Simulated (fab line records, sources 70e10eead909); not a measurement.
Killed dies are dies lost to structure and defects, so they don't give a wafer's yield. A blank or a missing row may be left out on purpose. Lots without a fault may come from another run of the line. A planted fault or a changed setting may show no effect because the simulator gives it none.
fab line records | flow nand_harc
record lots=24 wafers=72 last_day=33
route steps=1302 shown P_M1@316 P_M2@330
lots that met no fault: from a run of the same line without faults
start_h: hours from the record's first day to the start of the lot's first wafer shown | wait_h: hours since the lot's step before | " the same as in the row above | L1.1+2: a row that stands for several wafers | - no value, or no start given | * or withheld: withheld | < > ~ a bound
route shown NAME@n: a module of which the file shows steps, and the number in the route of the first | usual: mean/standard deviation of fault-free wafers | same: alike in all rows | chamber/n: place in a boat | sites: the reading at each site | _std_site: their standard deviation | _edge_site: outer sites' mean less inner sites' | radius_mm: how far each site lies from the wafer's centre | mask NAME#n: copy n | behind: the tool/chamber that last shaped the wafer | hold: why the lot was held/for how many hours/how that ended | device: the transistor (n, p or np) that didn't switch | end of line: the same wafers' tests at the end of the route | a step without rows: its recipe alone | killed: dies lost to structure and defects at the first sort, not the wafer's yield | map: a wafer's dies, x killed, . not, _ none there
set.NAME: the setting as run; set.NAME@STEP: as run at that earlier step | model.NAME: the simulator's own value behind a step, which no gauge read
steps of the route over a sample of lots; a table a step, a row a wafer
services: from which hour (start_h, from the record's first day; less than 0 if before it) a tool's chamber was out of use, for how many hours, and why
## steps
# step NHARC_P_M1_PRE_CLEAN_32
# recipe time_s=12 temp_c=370 rf_power_w=300 gas=NH3
# usual heater_power_w=578/49
# columns lot.wafer tool chamber start_h wait_h heater_power_w
L074.1 pecvd-01 1 127.42 0.1 596
L074.2 " 0 " " 529
L074.4 " 2 " " 626
L075.1 pecvd-04 1 138.22 0.1 667
L075.3 " 2 " " 559
L075.6 " 2 " " 567
L076.1 pecvd-04 2 152.23 0.1 561
L076.5 " 0 " " 518
L076.4 " 2 " " 555
L077.5 pecvd-01 0 162.40 0.1 534
L077.4 " 1 " " 553
L077.6 " 2 " " 539
L078.1 pecvd-01 0 172.59 0.1 600
L078.2 " 1 " " 549
L078.6 " 1 " " 526
L079.1 pecvd-04 2 178.28 0.1 581
L079.4 " 0 " " 539
L079.6 " 1 " " 636
L080.2 pecvd-01 2 184.27 0.1 528
L080.3 " 0 " " 611
L080.5 " 0 " " 622
L081.2 pecvd-02 0 197.94 0.1 607
L081.3 " 1 " " 568
L081.4 " 0 " " 599
L082.3 pecvd-01 2 212.97 0.1 527
L082.5 " 1 " " 547
L082.4 " 2 " " 518
L083.3 pecvd-01 0 219.01 0.1 599
L083.6 " 0 " " 589
L083.4 " 1 " " 496
L084.1 pecvd-01 2 234.85 0.1 593
L084.5 " 2 " " 601
L084.6 " 0 " " 569
L085.3 pecvd-04 0 235.96 0.1 493
L085.1 " 1 " " 638
L085.4 " 1 " " 624
L086.2 pecvd-01 0 245.38 0.1 615
L086.6 " 2 " " 545
L086.5 " 1 " " 564
L087.1 pecvd-01 1 259.86 0.1 610
L087.2 " 2 " " 602
L087.6 " 0 " " 603
L089.1 pecvd-02 0 275.86 0.1 653
L089.2 " 1 " " 554
L089.6 " 0 " " 663
L088.1 pecvd-02 1 276.57 0.1 579
L088.5 " 0 " " 644
L088.4 " 2 " " 491
L090.1 pecvd-01 2 286.01 0.2 599
L090.4 " 1 " " 551
L090.6 " 2 " " 586
L091.2 pecvd-01 0 296.74 0.1 590
L091.1 " 2 " " 572
L091.4 " 1 " " 572
L092.2 pecvd-04 2 305.60 0.1 591
L092.4 " 1 " " 577
L092.6 " 2 " " 591
L093.2 pecvd-02 0 322.37 0.1 725
L093.1 " 1 " " 597
L093.5 " 2 " " 555
L094.1 pecvd-02 2 328.17 0.1 537
L094.4 " 0 " " 668
L094.5 " 2 " " 516
L095.2 pecvd-02 1 339.22 0.1 601
L095.5 " 2 " " 503
L095.4 " 0 " " 623
L096.2 pecvd-01 1 351.43 0.1 643
L096.4 " 1 " " 651
L096.6 " 0 " " 617
L097.2 pecvd-01 2 358.93 0.1 622
L097.4 " 0 " " 601
L097.6 " 1 " " 650
# step NHARC_P_M2_INSPECT_11
# usual raw_defect_count=4.6/2.9
# columns lot.wafer tool chamber start_h wait_h raw_defect_count
L074.1 defect_inspect-02 - 128.88 0.0 6
L074.2 " - " " 1
L074.4 " - " " 3
L075.1 defect_inspect-02 - 139.66 0.0 9
L075.3 " - " " 3
L075.6 " - " " 10
L076.1 defect_inspect-01 - 153.65 0.0 6
L076.4 " - " " 7
L076.5 " - " " 12
L077.4 defect_inspect-01 - 163.81 0.0 4
L077.5 " - " " 4
L077.6 " - " " 2
L078.1 defect_inspect-01 - 174.05 0.0 4
L078.2 " - " " 2
L078.6 " - " " 2
L079.1 defect_inspect-02 - 179.70 0.0 0
L079.4 " - " " 3
L079.6 " - " " 2
L080.2 defect_inspect-02 - 185.72 0.0 9
L080.3 " - " " 5
L080.5 " - " " 1
L081.2 defect_inspect-02 - 199.38 0.0 4
L081.3 " - " " 7
L081.4 " - " " 10
L082.3 defect_inspect-02 - 214.39 0.0 1
L082.4 " - " " 1
L082.5 " - " " 5
L083.3 defect_inspect-02 - 220.34 0.0 2
L083.4 " - " " 7
L083.6 " - " " 2
L084.1 defect_inspect-01 - 236.22 0.0 1
L084.5 " - " " 3
L084.6 " - " " 3
L085.1 defect_inspect-01 - 237.38 0.0 2
L085.3 " - " " 2
L085.4 " - " " 5
L086.2 defect_inspect-01 - 246.69 0.0 5
L086.5 " - " " 2
L086.6 " - " " 5
L087.1 defect_inspect-02 - 261.15 0.0 7
L087.2 " - " " 3
L087.6 " - " " 4
L089.1 defect_inspect-02 - 277.31 0.0 0
L089.2 " - " " 2
L089.6 " - " " 4
L088.1 defect_inspect-01 - 278.01 0.0 7
L088.4 " - " " 3
L088.5 " - " " 6
L090.1 defect_inspect-01 - 287.45 0.0 1
L090.4 " - " " 5
L090.6 " - " " 5
L091.1 defect_inspect-01 - 298.06 0.0 5
L091.2 " - " " 4
L091.4 " - " " 3
L092.2 defect_inspect-02 - 307.03 0.0 4
L092.4 " - " " 3
L092.6 " - " " 10
L093.1 defect_inspect-02 - 323.67 0.0 3
L093.2 " - " " 4
L093.5 " - " " 5
L094.1 defect_inspect-01 - 329.59 0.0 7
L094.4 " - " " 9
L094.5 " - " " 8
L095.2 defect_inspect-01 - 340.67 0.0 4
L095.4 " - " " 3
L095.5 " - " " 2
L096.2 defect_inspect-01 - 352.88 0.0 5
L096.4 " - " " 2
L096.6 " - " " 2
L097.2 defect_inspect-01 - 360.26 0.0 2
L097.4 " - " " 4
L097.6 " - " " 2
# step NHARC_P_M2_ETCH_35
# recipe target_depth_a=400 overetch_a=120 time_s=43.94 ion_energy_ev=200 n2_flow_sccm=150 h2_flow_sccm=150 ar_flow_sccm=0 rf_w=400 bias_w=150 chemistry=N2/H2
# usual drypump_motor_current_A=5.7/0.49 oes_product_au=1.002/0.0076 rf_vpp_V=431.3/2.1 showerhead_plenum_p_Torr=2.07/0.069 throttle_valve_pct=14.171/0.0083
# columns lot.wafer tool chamber start_h wait_h drypump_motor_current_A oes_product_au rf_hours_counter_h rf_vpp_V showerhead_plenum_p_Torr throttle_valve_pct
L074.2 rie_diel-10 2 129.02 0.1 6.4 1.020 5.5 432.1 2.08 14.168
L074.1 " 3 " " 5.1 1.006 5.0 432.9 2.10 14.159
L074.4 " 0 " " 6.1 1.018 4.9 434.7 2.18 14.169
L075.3 rie_diel-03 2 139.81 0.1 5.2 0.996 1.7 430.6 2.07 14.172
L075.1 " 3 " " 5.0 1.001 1.7 430.4 2.02 14.176
L075.6 " 2 " " 5.2 1.011 - 432.0 2.07 14.178
L076.1 rie_diel-12 0 153.80 0.1 5.4 0.996 3.1 428.9 2.04 14.182
L076.4 " 1 " " 5.7 1.004 3.0 432.1 2.08 14.186
L076.5 " 0 " " 5.4 0.995 - 432.3 2.04 14.158
L077.4 rie_diel-12 0 163.96 0.1 5.4 1.005 3.2 431.0 2.04 14.166
L077.5 " 3 " " 6.5 1.008 - 429.1 2.03 14.176
L077.6 " 0 " " 5.4 1.007 - 429.6 2.04 14.163
L078.2 rie_diel-12 2 174.19 0.1 5.2 0.985 2.9 428.0 1.97 14.178
L078.1 " 0 " " 5.4 0.996 3.4 430.0 2.04 14.171
L078.6 " 3 " " 6.5 0.994 - 430.8 2.03 14.158
L079.4 rie_diel-12 1 179.85 0.1 5.7 0.998 3.7 431.8 2.08 14.164
L079.1 " 3 " " 6.5 0.999 3.4 430.0 2.03 14.172
L079.6 " 1 " " 5.7 1.003 - 430.4 2.08 14.157
L080.2 rie_diel-03 1 185.87 0.1 6.1 1.003 3.7 432.6 2.15 14.178
L080.3 " 2 " " 5.2 1.001 4.8 433.2 2.07 14.175
L080.5 " 3 " " 5.0 1.010 - 430.7 2.02 14.161
L081.2 rie_diel-03 1 199.52 0.1 6.1 1.006 5.0 432.0 2.15 14.165
L081.3 " 2 " " 5.2 0.997 5.9 432.4 2.07 14.178
L081.4 " 3 " " 5.0 1.012 5.2 430.6 2.02 14.183
L082.3 rie_diel-10 1 214.54 0.1 5.6 1.006 8.3 426.8 1.98 14.181
L082.4 " 2 " " 6.3 1.008 9.7 430.1 2.08 14.170
L082.5 " 3 " " 5.2 1.007 - 432.7 2.10 14.167
L083.4 rie_diel-03 1 220.49 0.1 6.1 0.999 5.5 433.3 2.15 14.171
L083.3 " 2 " " 5.2 1.005 6.4 432.5 2.07 14.179
L083.6 " 1 " " 6.1 1.005 - 433.7 2.15 14.159
L084.1 rie_diel-10 0 236.38 0.1 6.2 1.011 13.0 434.0 2.17 14.181
L084.5 " 2 " " 6.4 1.005 - 431.7 2.08 14.159
L084.6 " 3 " " 5.2 1.007 - 431.8 2.10 14.173
L085.3 rie_diel-03 0 237.53 0.1 5.7 1.007 4.9 436.3 2.20 14.178
L085.1 " 1 " " 6.1 1.003 6.0 432.5 2.15 14.176
L085.4 " 3 " " 5.0 0.999 6.1 428.6 2.02 14.183
L086.2 rie_diel-12 2 246.86 0.1 5.2 0.989 6.9 430.3 1.97 14.170
L086.5 " 3 " " 6.5 1.005 - 429.7 2.03 14.179
L086.6 " 0 " " 5.4 0.994 - 428.6 2.03 14.179
L087.1 rie_diel-10 3 261.30 0.1 5.1 1.015 1.1 431.6 2.10 14.182
L087.2 " 0 " " 6.2 1.005 1.0 434.7 2.17 14.175
L087.6 " 2 " " 6.4 1.010 - 429.8 2.08 14.168
L089.1 rie_diel-10 1 277.45 0.1 5.6 0.998 3.0 429.1 1.97 14.181
L089.2 " 3 " " 5.1 0.999 2.4 430.8 2.10 14.156
L089.6 " 2 " " 6.3 0.992 - 431.6 2.08 14.157
L088.4 rie_diel-10 1 278.15 0.1 5.6 0.998 3.1 429.6 1.97 14.164
L088.1 " 3 " " 5.2 1.006 2.5 432.3 2.10 14.170
L088.5 " 2 " " 6.4 0.998 - 432.8 2.08 14.162
L090.4 rie_diel-12 2 287.60 0.1 5.2 0.991 0.6 428.4 1.97 14.175
L090.1 " 0 " " 5.4 0.999 0.8 428.9 2.03 14.174
L090.6 " 2 " " 5.2 0.998 - 427.4 1.97 14.185
L091.1 rie_diel-12 3 298.21 0.1 6.4 0.989 1.0 431.3 2.03 14.176
L091.2 " 1 " " 5.7 0.982 1.0 432.0 2.08 14.174
L091.4 " 2 " " 5.2 0.993 0.9 429.0 1.97 14.169
L092.2 rie_diel-12 1 307.18 0.1 5.7 0.993 1.6 431.9 2.08 14.177
L092.4 " 0 " " 5.4 1.000 1.5 430.7 2.03 14.175
L092.6 " 2 " " 5.2 0.997 - 428.8 1.97 14.183
L093.1 rie_diel-03 3 323.83 0.1 5.0 1.000 3.0 428.6 2.02 14.166
L093.2 " 0 " " 5.7 0.996 2.7 436.5 2.20 14.166
L093.5 " 2 " " 5.2 1.007 - 431.2 2.07 14.183
L094.4 rie_diel-03 0 329.74 0.1 5.7 0.996 2.8 434.4 2.20 14.167
L094.1 " 2 " " 5.2 1.005 3.4 431.7 2.07 14.164
L094.5 " 3 " " 5.0 1.011 - 430.4 2.02 14.176
L095.4 rie_diel-03 1 340.82 0.1 6.1 1.015 1.8 433.8 2.15 14.167
L095.2 " 2 " " 5.2 0.995 3.7 432.3 2.07 14.167
L095.5 " 0 " " 5.7 1.013 - 435.1 2.20 14.164
L096.2 rie_diel-12 0 353.02 0.1 5.4 0.997 4.2 430.7 2.03 14.182
L096.4 " 2 " " 5.2 0.997 4.5 428.3 1.97 14.176
L096.6 " 1 " " 5.7 1.000 - 432.0 2.08 14.162
L097.2 rie_diel-03 1 360.40 0.1 6.1 1.000 2.4 432.4 2.15 14.155
L097.4 " 0 " " 5.7 0.994 3.9 435.3 2.20 14.172
L097.6 " 2 " " 5.2 0.997 - 430.9 2.07 14.159
# step NHARC_P_M2_ETCH_15
# recipe target_depth_a=1825 time_s=91.2 c4f8_flow_sccm=withheld ar_flow_sccm=400 rf_w=600 bias_w=300 chemistry=C4F8/Ar
# usual oes_product_au=0.940/0.018 rf_vpp_V=441.7/2.2
# columns lot.wafer tool chamber start_h wait_h oes_product_au rf_hours_counter_h rf_vpp_V
L074.4 rie_diel-10 0 - - 0.943 4.9 446.1
L074.1 " 1 " " 0.931 2.9 439.5
L074.2 " 2 " " 0.937 5.5 442.4
L075.1 rie_diel-03 1 - - 0.929 1.2 444.2
L075.3 " 3 " " 0.927 1.8 440.3
L075.6 " 1 " " 0.921 - 442.8
L076.1 rie_diel-12 3 - - 0.958 2.7 441.9
L076.4 " 2 " " 0.964 2.6 438.7
L076.5 " 0 " " 0.957 - 441.0
L077.4 rie_diel-12 2 - - 0.966 2.7 438.9
L077.6 " 0 " " 0.946 - 440.7
L077.5 " 1 " " 0.983 - 441.8
L078.2 rie_diel-12 2 - - 0.922 2.9 437.9
L078.1 " 3 " " 0.936 3.1 444.0
L078.6 " 2 " " 0.929 - 439.0
L079.4 rie_diel-12 1 - - 0.955 3.8 442.7
L079.1 " 3 " " 0.968 3.4 439.0
L079.6 " 1 " " 0.955 - 442.3
L080.3 rie_diel-03 0 - - 0.925 3.1 445.2
L080.2 " 1 " " 0.924 3.7 443.3
L080.5 " 0 " " 0.925 - 446.5
L081.4 rie_diel-03 3 - - 0.930 5.2 440.4
L081.2 " 0 " " 0.925 4.0 444.9
L081.3 " 1 " " 0.930 5.0 444.9
L082.4 rie_diel-10 1 - - 0.929 8.4 437.8
L082.3 " 3 " " 0.925 11.6 443.8
L082.5 " 2 " " 0.933 - 441.3
L083.3 rie_diel-03 0 - - 0.924 4.4 445.2
L083.4 " 1 " " 0.919 5.5 444.1
L083.6 " 3 " " 0.934 - 437.9
L084.1 rie_diel-10 1 - - 0.929 10.6 440.2
L084.6 " 0 " " 0.930 - 444.2
L084.5 " 1 " " 0.929 - 438.7
L085.4 rie_diel-03 1 - - 0.931 6.1 444.1
L085.1 " 2 " " 0.927 6.8 440.9
L085.3 " 3 " " 0.924 6.1 439.0
L086.2 rie_diel-12 2 - - 0.928 6.9 438.8
L086.5 " 1 " " 0.928 - 441.1
L086.6 " 2 " " 0.926 - 438.1
L087.2 rie_diel-10 2 - - 0.967 1.6 442.4
L087.1 " 1 " " 0.968 1.5 438.2
L087.6 " 2 " " 0.973 - 441.9
L089.2 rie_diel-10 0 - - 0.930 2.1 442.6
L089.1 " 1 " " 0.938 3.0 439.3
L089.6 " 3 " " 0.923 - 442.2
L088.1 rie_diel-10 2 - - 0.951 3.4 441.7
L088.4 " 0 " " 0.948 2.1 445.3
L088.5 " 1 " " 0.953 - 437.4
L090.1 rie_diel-12 1 - - 0.976 0.7 440.3
L090.4 " 3 " " 0.950 0.6 441.5
L090.6 " 0 " " 0.964 - 439.4
L091.2 rie_diel-12 2 - - 0.980 1.0 438.5
L091.1 " 3 " " 0.971 1.0 440.5
L091.4 " 0 " " 0.961 1.1 440.1
L092.2 rie_diel-12 2 - - 0.954 1.5 439.7
L092.4 " 0 " " 0.978 1.6 439.8
L092.6 " 1 " " 0.965 - 441.7
L093.1 rie_diel-03 0 - - 0.927 2.7 444.7
L093.2 " 1 " " 0.930 1.4 443.3
L093.5 " 3 " " 0.939 - 440.6
L094.1 rie_diel-03 2 - - 0.924 3.4 441.9
L094.4 " 0 " " 0.918 2.8 444.6
L094.5 " 3 " " 0.932 - 440.0
L095.4 rie_diel-03 0 - - 0.928 3.2 444.6
L095.2 " 3 " " 0.933 3.5 440.4
L095.5 " 0 " " 0.925 - 445.4
L096.4 rie_diel-12 3 - - 0.919 4.4 440.7
L096.2 " 0 " " 0.925 4.2 441.1
L096.6 " 2 " " 0.926 - 438.8
L097.2 rie_diel-03 1 - - 0.936 2.5 442.8
L097.4 " 2 " " 0.929 4.3 441.7
L097.6 " 1 " " 0.930 - 443.8
# step NHARC_P_M2_STRIP_18
# recipe power_w=1000 n2_flow_sccm=150 h2_flow_sccm=150 ar_flow_sccm=0 bias_w=0 chemistry=N2/H2
# usual drypump_motor_current_A=5.6/0.49 oes_product_au=1.002/0.0074 rf_vpp_V=90.9/0.92 showerhead_plenum_p_Torr=2.07/0.071 throttle_valve_pct=14.172/0.0098
# columns lot.wafer tool chamber start_h wait_h drypump_motor_current_A oes_product_au rf_hours_counter_h rf_vpp_V showerhead_plenum_p_Torr throttle_valve_pct
L074.1 rie_diel-12 0 129.32 0.1 5.4 0.986 2.1 90.6 2.04 14.170
L074.4 " 2 " " 5.2 1.003 1.5 91.2 1.97 14.178
L074.2 " 3 " " 6.5 0.996 1.6 90.0 2.03 14.175
L075.3 rie_diel-12 0 140.12 0.1 5.4 0.996 2.5 90.5 2.04 14.166
L075.1 " 1 " " 5.7 0.999 2.3 89.8 2.08 14.161
L075.6 " 0 " " 5.4 0.987 - 89.9 2.04 14.174
L076.4 rie_diel-03 1 154.12 0.1 6.1 1.003 2.2 91.8 2.15 14.183
L076.1 " 2 " " 5.2 0.993 3.4 90.7 2.07 14.194
L076.5 " 0 " " 5.7 0.998 - 92.0 2.20 14.174
L077.4 rie_diel-12 0 164.30 0.1 5.4 0.990 3.3 92.0 2.04 14.174
L077.6 " 2 " " 5.3 1.000 - 90.5 1.97 14.181
L077.5 " 3 " " 6.5 0.992 - 91.7 2.03 14.187
L078.1 rie_diel-03 2 174.48 0.1 5.2 0.995 4.5 92.0 2.07 14.164
L078.2 " 1 " " 6.1 1.010 3.3 91.7 2.15 14.166
L078.6 " 2 " " 5.2 1.006 - 90.0 2.07 14.172
L079.1 rie_diel-12 3 180.17 0.1 6.4 0.995 3.4 91.8 2.03 14.170
L079.4 " 0 " " 5.4 1.007 3.8 90.0 2.04 14.175
L079.6 " 3 " " 6.4 1.001 - 91.9 2.03 14.189
L080.3 rie_diel-12 2 186.16 0.1 5.2 0.993 3.6 92.4 1.97 14.171
L080.2 " 3 " " 6.4 1.000 3.6 91.1 2.03 14.158
L080.5 " 2 " " 5.2 1.002 - 91.5 1.97 14.181
L081.3 rie_diel-12 2 199.81 0.1 5.2 0.995 3.9 89.2 1.97 14.177
L081.2 " 3 " " 6.5 1.001 3.9 91.7 2.03 14.162
L081.4 " 1 " " 5.7 1.000 4.1 90.5 2.08 14.168
L082.3 rie_diel-03 1 214.90 0.1 6.1 0.997 5.3 90.7 2.15 14.170
L082.5 " 2 " " 5.2 0.991 - 90.2 2.07 14.177
L082.4 " 3 " " 5.0 1.003 - 91.0 2.02 14.181
L083.4 rie_diel-10 0 220.81 0.1 6.2 1.009 10.9 90.1 2.17 14.193
L083.3 " 2 " " 6.3 1.015 9.9 91.8 2.08 14.185
L083.6 " 3 " " 5.2 1.009 - 90.7 2.10 14.172
L084.1 rie_diel-03 1 236.71 0.1 6.1 1.010 6.0 91.2 2.15 14.169
L084.5 " 3 " " 5.0 0.998 - 91.7 2.02 14.169
L084.6 " 0 " " 5.7 1.010 - 91.8 2.20 14.160
L085.3 rie_diel-03 3 237.82 0.1 5.0 0.998 6.1 91.0 2.02 14.171
L085.1 " 0 " " 5.7 1.009 5.0 91.5 2.20 14.167
L085.4 " 2 " " 5.2 1.002 6.8 91.2 2.07 14.167
L086.2 rie_diel-03 0 247.61 0.1 5.7 1.005 6.4 91.4 2.20 14.174
L086.5 " 0 " " 5.7 1.006 - 90.1 2.20 14.195
L086.6 " 1 " " 6.1 1.001 - 92.0 2.15 14.165
L087.2 rie_diel-03 0 261.59 0.1 5.7 1.016 6.8 91.1 2.20 14.159
L087.1 " 1 " " 6.1 1.007 8.4 90.6 2.15 14.168
L087.6 " 0 " " 5.7 1.012 - 90.4 2.20 14.170
L089.2 rie_diel-03 0 277.75 0.1 5.7 1.006 7.3 91.9 2.20 14.162
L089.1 " 2 " " 5.2 1.001 9.0 92.4 2.07 14.166
L089.6 " 1 " " 6.1 1.006 - 91.1 2.15 14.167
L088.1 rie_diel-03 3 278.47 0.1 5.0 1.003 8.0 90.9 2.02 14.179
L088.4 " 1 " " 6.1 1.012 8.8 90.8 2.15 14.184
L088.5 " 2 " " 5.2 1.001 - 90.0 2.07 14.191
L090.1 rie_diel-10 1 287.89 0.1 5.6 1.001 4.0 89.0 1.97 14.157
L090.4 " 0 " " 6.2 0.995 3.1 91.5 2.17 14.174
L090.6 " 1 " " 5.6 1.003 - 90.7 1.97 14.167
L091.1 rie_diel-03 1 298.50 0.1 6.1 1.006 1.2 92.3 2.15 14.173
L091.4 " 3 " " 5.0 1.006 1.4 91.0 2.02 14.166
L091.2 " 0 " " 5.7 1.001 1.0 91.4 2.20 14.201
L092.4 rie_diel-10 3 307.52 0.1 5.1 0.997 4.7 90.4 2.10 14.192
L092.2 " 0 " " 6.2 1.016 4.7 92.4 2.17 14.169
L092.6 " 1 " " 5.6 1.007 - 90.5 1.97 14.174
L093.1 rie_diel-12 1 324.14 0.1 5.7 1.015 2.6 91.5 2.08 14.163
L093.2 " 2 " " 5.2 1.008 2.8 91.3 1.97 14.164
L093.5 " 0 " " 5.4 1.008 - 89.5 2.03 14.171
L094.1 rie_diel-12 3 330.07 0.1 6.5 0.999 3.3 89.9 2.03 14.174
L094.5 " 2 " " 5.3 1.000 - 89.8 1.97 14.162
L094.4 " 3 " " 6.5 0.981 - 90.1 2.03 14.170
L095.2 rie_diel-12 1 341.16 0.1 5.7 1.005 3.0 89.9 2.08 14.159
L095.4 " 2 " " 5.3 0.993 3.9 90.4 1.97 14.161
L095.5 " 3 " " 6.5 0.989 - 89.9 2.03 14.177
L096.4 rie_diel-03 3 353.34 0.1 5.0 1.000 4.1 90.1 2.02 14.167
L096.2 " 0 " " 5.7 1.006 3.8 92.6 2.20 14.160
L096.6 " 2 " " 5.2 1.001 - 91.2 2.07 14.163
L097.2 rie_diel-12 3 360.73 0.1 6.5 0.991 4.8 91.0 2.03 14.170
L097.4 " 0 " " 5.4 1.000 4.5 91.4 2.03 14.184
L097.6 " 3 " " 6.5 1.002 - 90.4 2.03 14.158
# step NHARC_P_M2_THK_MEAS_24
# recipe thk_meas_gauge=xrf
# usual thk_nm=144.7/1.3
# columns lot.wafer tool chamber start_h wait_h thk_nm
L074.1 film_metro-01 - 131.36 - 141.8
L074.2 " - " " 144.3
L074.4 " - " " 142.8
L075.1 film_metro-01 - 142.17 - 143.0
L075.3 " - " " 144.8
L075.6 " - " " 144.0
L076.1 film_metro-01 - 156.16 - 146.0
L076.4 " - " " 144.3
L076.5 " - " " 144.6
L077.4 film_metro-02 - 166.34 - 144.5
L077.5 " - " " 143.6
L077.6 " - " " 144.6
L078.1 film_metro-01 - 176.51 - 146.5
L078.2 " - " " 144.1
L078.6 " - " " 144.4
L079.1 film_metro-02 - 182.18 - 146.0
L079.4 " - " " 146.2
L079.6 " - " " 146.2
L080.2 film_metro-01 - 188.20 - 145.7
L080.3 " - " " 144.0
L080.5 " - " " 143.0
L081.2 film_metro-02 - 201.85 - 145.2
L081.3 " - " " 144.5
L081.4 " - " " 144.2
L082.3 film_metro-01 - 216.93 - 142.1
L082.4 " - " " 145.4
L082.5 " - " " 143.4
L083.3 film_metro-02 - 223.32 - 143.0
L083.4 " - " " 144.7
L083.6 " - " " 145.9
L084.1 film_metro-02 - 238.70 - 146.2
L084.5 " - " " 145.1
L084.6 " - " " 146.1
L085.1 film_metro-02 - 239.88 - 143.2
L085.3 " - " " 143.9
L085.4 " - " " 143.6
L086.2 film_metro-01 - 249.65 - 145.2
L086.5 " - " " 144.6
L086.6 " - " " 142.9
L087.1 film_metro-01 - 263.62 - 145.1
L087.2 " - " " 143.5
L087.6 " - " " 145.1
L089.1 film_metro-02 - 279.80 - 144.8
L089.2 " - " " 145.9
L089.6 " - " " 146.5
L088.1 film_metro-01 - 280.48 - 145.4
L088.4 " - " " 143.4
L088.5 " - " " 145.2
L090.1 film_metro-02 - 289.93 - 144.6
L090.4 " - " " 144.9
L090.6 " - " " 145.2
L091.1 film_metro-02 - 300.52 - 143.9
L091.2 " - " " 144.6
L091.4 " - " " 144.6
L092.2 film_metro-02 - 309.51 - 143.7
L092.4 " - " " 144.2
L092.6 " - " " 146.1
L093.1 film_metro-01 - 326.15 - 145.6
L093.2 " - " " 148.6
L093.5 " - " " 143.2
L094.1 film_metro-02 - 332.15 - 141.8
L094.4 " - " " 142.3
L094.5 " - " " 143.8
L095.2 film_metro-01 - 343.14 - 145.5
L095.4 " - " " 144.0
L095.5 " - " " 145.4
L096.2 film_metro-02 - 355.38 - 144.8
L096.4 " - " " 144.3
L096.6 " - " " 146.2
L097.2 film_metro-02 - 362.77 - 142.3
L097.4 " - " " 144.7
L097.6 " - " " 142.5
## services
# columns tool chamber start_h hours kind
rie_diel-03 - 104.74 9.0 pm
rie_diel-03 0 104.74 15.0 vent_cycle
rie_diel-03 1 104.74 9.0 vent_cycle
pecvd-01 - 130.36 13.0 pm
rie_diel-12 3 160.86 2.2 repair
rie_diel-10 2 182.30 7.7 repair
rie_diel-03 0 214.16 5.1 repair
pecvd-02 - 227.16 13.0 pm
rie_diel-10 - 242.50 9.0 pm
rie_diel-03 3 248.65 1.2 repair
pecvd-01 2 250.22 2.0 repair
rie_diel-12 0 251.52 10.3 repair
rie_diel-12 2 253.54 4.0 repair
rie_diel-12 - 268.40 9.0 pm
pecvd-04 - 269.20 13.0 pm
rie_diel-10 3 278.53 4.3 repair
rie_diel-03 0 279.47 6.5 repair
rie_diel-03 - 281.74 9.0 pm
pecvd-04 1 282.62 10.5 repair
rie_diel-03 1 311.32 4.6 repair
pecvd-01 - 311.36 13.0 pm
rie_diel-03 1 317.73 4.5 repair
rie_diel-12 1 325.14 5.4 repair
rie_diel-10 3 341.82 6.0 repair
## key
fault none
